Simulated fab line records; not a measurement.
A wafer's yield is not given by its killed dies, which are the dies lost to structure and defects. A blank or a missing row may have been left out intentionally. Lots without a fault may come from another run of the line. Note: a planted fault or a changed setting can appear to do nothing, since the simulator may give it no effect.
Matching of chambers    flow nand harc    4 sister chambers for NHARC_A_BONDPAD_CMP_29 on cmp-01
The step polishes SiCN, target thk 200 nm. 20 wafers are shown with their chamber, then 10 later ones without.

## WAFERS, EACH WITH ITS CHAMBER
wafer   chamber  motor current A (A)
L076.1  3        10.7
L076.2  1        12.8
L076.4  2        12.6
L075.2  2        12.7
L075.3  1        12.0
L075.5  3        11.0
L080.3  2        13.2
L080.4  3        10.8
L080.6  2        12.7
L082.2  1        12.0
L082.5  0        11.1
L082.6  1        12.4
L086.2  3        11.1
L086.3  0        11.2
L086.6  3        11.5
L087.3  1        11.9
L087.5  1        12.2
L087.6  2        13.2
L089.2  3        11.1
L089.3  0        11.4

SIGNATURES, as means of the wafers listed above
reading          chamber 0  chamber 1  chamber 2  chamber 3  scatter within a chamber
motor current A  11.233     12.217     12.880     11.033     0.291
Rule: distance of a wafer from a chamber = root of the sum over the readings of ((wafer's reading minus chamber's mean) / reading's scatter) squared. If the next closest chamber is less than 2 further off than the closest, the wafer can't be placed; otherwise it belongs to the closest. How the scatter is found: for the shown wafers, subtract from each reading the mean of its chamber, square and add these, divide the total by (wafers less chambers), then take the root.

## WAFERS WHOSE CHAMBER IS MISSING
wafer   motor current A (A)
L089.6  11.4
L091.2  12.2
L091.3  10.9
L091.6  13.7
L094.1  12.4
L094.2  10.8
L094.5  12.4
L096.1  11.0
L096.3  12.5
L096.4  13.8

## CHAMBER TAKEN BY EACH
wafer   from the rows above      in truth
L089.6  can't be placed: 0 or 3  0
L091.2  1                        1
L091.3  can't be placed: 3 or 0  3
L091.6  2                        2
L094.1  can't be placed: 1 or 2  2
L094.2  can't be placed: 3 or 0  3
L094.5  can't be placed: 1 or 2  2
L096.1  can't be placed: 3 or 0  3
L096.3  can't be placed: 1 or 2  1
L096.4  2                        2
Correct placement for 3 of the 10. Can't be placed from these rows: 7 (the true chamber is among the candidates in 7). Wrongly placed: 0.
